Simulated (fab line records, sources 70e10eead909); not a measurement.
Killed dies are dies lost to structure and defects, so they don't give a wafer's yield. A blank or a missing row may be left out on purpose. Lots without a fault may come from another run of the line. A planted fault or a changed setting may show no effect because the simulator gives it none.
Chamber matching | flow nand_harc | NHARC_A_WL_FILL_ALD_10 on ald_hk-03: 4 sister chambers
The step deposits SiO2, target thk 50 nm, pulse time 10 s, ald cycles 500. 14 wafers are shown with their chamber, then 7 later ones without.

WAFERS WITH THEIR CHAMBER
wafer  | chamber | heater_power_w (W) | precursor_pulse_height_rel
L445.3 | 0       | 454                | 0.978
L445.4 | 2       | 451                | 1.014
L445.6 | 1       | 494                | 1.034
L447.1 | 0       | 442                | 1.004
L447.4 | 1       | 501                | 1.012
L447.5 | 3       | 393                | 1.014
L458.2 | 0       | 450                | 1.008
L458.3 | 3       | 358                | 1.015
L458.6 | 2       | 450                | 1.004
L461.1 | 1       | 494                | 0.998
L461.3 | 3       | 364                | 0.986
L461.5 | 1       | 486                | 1.003
L464.4 | 0       | 446                | 0.968
L464.5 | 1       | 494                | 1.007

SIGNATURES (means of the wafers above)
reading                    | chamber 0 | chamber 1 | chamber 2 | chamber 3 | scatter within a chamber
heater_power_w             | 448.00    | 493.80    | 450.50    | 371.67    | 9.45
precursor_pulse_height_rel | 0.98950   | 1.01080   | 1.00900   | 1.00500   | 0.0159
Rule: a wafer's distance from a chamber is the root of the sum, over the readings, of the square of ((its reading less the chamber's mean) divided by the reading's scatter). The wafer belongs to the nearest chamber; if the next one is less than 2 further off, it can't be placed. The scatter: the root of (the sum of the squares of (reading less its chamber's mean) over the shown wafers, divided by (wafers less chambers)).

WAFERS WITHOUT THEIR CHAMBER
wafer  | heater_power_w (W) | precursor_pulse_height_rel
L464.6 | 451                | 0.984
L466.1 | 460                | 0.962
L466.4 | 373                | 1.024
L466.6 | 376                | 1.006
L468.2 | 457                | 0.985
L468.4 | 371                | 1.030
L468.6 | 445                | 1.015

WHICH CHAMBER EACH WENT THROUGH
wafer  | from the rows above     | in truth
L464.6 | can't be placed: 0 or 2 | 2
L466.1 | can't be placed: 0 or 2 | 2
L466.4 | 3                       | 3
L466.6 | 3                       | 3
L468.2 | can't be placed: 0 or 2 | 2
L468.4 | 3                       | 3
L468.6 | can't be placed: 2 or 0 | 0
Placed correctly: 3 of 7. Can't be placed from these rows: 4 (the true chamber is among the candidates in 4). Placed wrongly: 0.
